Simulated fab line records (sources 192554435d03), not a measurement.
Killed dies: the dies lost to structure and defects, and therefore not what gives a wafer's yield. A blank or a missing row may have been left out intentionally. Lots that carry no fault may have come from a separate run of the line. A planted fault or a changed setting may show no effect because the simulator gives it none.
Split-lot trial + flow n5-finfet + on a route of 1938 steps: 7 lots, 39 wafers read

ABOUT THE SPLIT
At N5_MIM_BOT_SPUTTER_00 (material TiN, target thk 35 nm, time 89.7 s), the setting target-thk-a was moved away from the recipe's 350 angstrom on 12 of the 39 wafers read, by -47.3% to +26.7%. This setting was run at the recipe's value on the other wafers.

The reading is taken at the split's own step.

THE READING
TiN_of_MIM_BOT_SPUTTER_00.thk-nm (the simulator's own value, which no gauge read), in nm, at N5_MIM_BOT_SPUTTER_00 (material TiN, target thk 35 nm, time 89.7 s). The file does not state a usual value for it. Here, 27 wafers ran the recipe; their average is 34.7 nm with a standard deviation of 0.5 nm.

| wafer  | tool, chamber at the split | target-thk-a as run, angstrom | against the recipe | TiN_of_MIM_BOT_SPUTTER_00.thk-nm, nm | against lot-mates on the recipe |
|--------|----------------------------|-------------------------------|--------------------|--------------------------------------|---------------------------------|
| L074.1 | pvd-sputter-03, -          | 443.6                         | +26.7%             | 44.4                                 | +9.5                            |
| L074.4 | pvd-sputter-03, -          | 443.6                         | +26.7%             | 44.4                                 | +9.5                            |
| L074.6 | pvd-sputter-03, -          | 443.6                         | +26.7%             | 44.4                                 | +9.5                            |
| L074.2 | pvd-sputter-03, -          | 350                           | recipe             | 34.6                                 | -                               |
| L074.3 | pvd-sputter-03, -          | 350                           | recipe             | 35.2                                 | -                               |
| L074.5 | pvd-sputter-03, -          | 350                           | recipe             | 35                                   | -                               |
| L079.1 | pvd-sputter-01, -          | 195.5                         | -44.1%             | 19.4                                 | -15.5                           |
| L079.2 | pvd-sputter-01, -          | 350                           | recipe             | 34.6                                 | -                               |
| L079.3 | pvd-sputter-01, -          | 195.5                         | -44.1%             | 19.8                                 | -15.1                           |
| L079.4 | pvd-sputter-01, -          | 195.5                         | -44.1%             | 19.8                                 | -15.1                           |
| L079.5 | pvd-sputter-01, -          | 350                           | recipe             | 35                                   | -                               |
| L079.6 | pvd-sputter-01, -          | 350                           | recipe             | 35                                   | -                               |
| L081.1 | pvd-sputter-02, -          | 350                           | recipe             | 34.2                                 | -                               |
| L081.2 | pvd-sputter-02, -          | 350                           | recipe             | 34.2                                 | -                               |
| L081.3 | pvd-sputter-02, -          | 350                           | recipe             | 34.2                                 | -                               |
| L080.1 | pvd-sputter-02, -          | 184.4                         | -47.3%             | 17.6                                 | -16.7                           |
| L080.2 | pvd-sputter-02, -          | 184.4                         | -47.3%             | 17.6                                 | -16.7                           |
| L080.3 | pvd-sputter-02, -          | 184.4                         | -47.3%             | 18.2                                 | -16.1                           |
| L080.4 | pvd-sputter-02, -          | 350                           | recipe             | 34.2                                 | -                               |
| L080.6 | pvd-sputter-02, -          | 350                           | recipe             | 34.2                                 | -                               |
| L080.5 | pvd-sputter-02, -          | 350                           | recipe             | 34.4                                 | -                               |
| L086.1 | pvd-sputter-03, -          | 221.4                         | -36.7%             | 22.4                                 | -12.9                           |
| L086.6 | pvd-sputter-03, -          | 221.4                         | -36.7%             | 22.4                                 | -12.9                           |
| L086.2 | pvd-sputter-03, -          | 350                           | recipe             | 35.2                                 | -                               |
| L086.3 | pvd-sputter-03, -          | 221.4                         | -36.7%             | 22.6                                 | -12.7                           |
| L086.4 | pvd-sputter-03, -          | 350                           | recipe             | 35.4                                 | -                               |
| L086.5 | pvd-sputter-03, -          | 350                           | recipe             | 35.4                                 | -                               |
| L088.1 | pvd-sputter-03, -          | 350                           | recipe             | 35.6                                 | -                               |
| L088.2 | pvd-sputter-03, -          | 350                           | recipe             | 35                                   | -                               |
| L088.3 | pvd-sputter-03, -          | 350                           | recipe             | 35.2                                 | -                               |
| L088.5 | pvd-sputter-03, -          | 350                           | recipe             | 35.2                                 | -                               |
| L088.4 | pvd-sputter-03, -          | 350                           | recipe             | 35.4                                 | -                               |
| L088.6 | pvd-sputter-03, -          | 350                           | recipe             | 35.4                                 | -                               |
| L097.1 | pvd-sputter-01, -          | 350                           | recipe             | 34.2                                 | -                               |
| L097.2 | pvd-sputter-01, -          | 350                           | recipe             | 34.2                                 | -                               |
| L097.5 | pvd-sputter-01, -          | 350                           | recipe             | 34.2                                 | -                               |
| L097.3 | pvd-sputter-01, -          | 350                           | recipe             | 34.6                                 | -                               |
| L097.4 | pvd-sputter-01, -          | 350                           | recipe             | 34.4                                 | -                               |
| L097.6 | pvd-sputter-01, -          | 350                           | recipe             | 34                                   | -                               |

THE FIT
A straight line over all 39 wafers: TiN_of_MIM_BOT_SPUTTER_00.thk-nm changes by +0.349 nm for each +1% of target-thk-a; r = +1.00; the points scatter about the line by 0.5 nm.
The same after taking each lot's own level away (the mean of its wafers on the recipe; 39 wafers): +0.348 nm for each +1%; r = +1.00; scatter 0.19 nm.
That fit puts the effect of the largest move of target-thk-a on the reading at 16 nm.
The lots' own levels span 34.20 to 35.33 nm, that is 2.3 times the standard deviation above.
Consequently the slope shifts little with the lot-to-lot level, the two slopes agreeing.
Check: with one of the wafers moved furthest among these (-47.3%) left out of the fit, the line predicts -16.4 nm for it against its lot-mates. Against them it came out at -16.7 nm.

ADDITIONAL SPLITS CARRIED BY THESE WAFERS
These wafers also went through other splits before the reading. Each is held against what the fit with the lots' levels taken away leaves over:
| other split on the same wafers                 | wafers away from the commonest value | r with TiN_of_MIM_BOT_SPUTTER_00.thk-nm (lot level and that fit taken away) |
|------------------------------------------------|--------------------------------------|-----------------------------------------------------------------------------|
| N5_PMOS_HMC_CHANNEL_EPI_HM_DEP_34 time-s       | 12                                   | +0.07                                                                       |
| N5_SD_EPI_N_ETCH_35 time-s                     | 12                                   | +0.06                                                                       |
| N5_MOL_CONTACT_COAG_VIA_ETCH_46 target-depth-a | 15                                   | +0.03                                                                       |
| N5_BEOL_M2_ALD_84 ald-cycles                   | 9                                    | -0.10                                                                       |
| N5_BEOL_M4_ILD_DEP_00 target-thk-a             | 9                                    | +0.23                                                                       |
| N5_BEOL_M6_VIA_ETCH_34 target-depth-a          | 15                                   | -0.11                                                                       |
| N5_BEOL_M10_ALD_74 ald-cycles                  | 15                                   | -0.18                                                                       |
| N5_BEOL_M11_ETCH_62 time-s                     | 15                                   | +0.06                                                                       |

THE FILE'S OWN FIT
TiN_of_MIM_BOT_SPUTTER_00.thk-nm changes by +0.348 nm for each +1% of target-thk-a, r = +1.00.
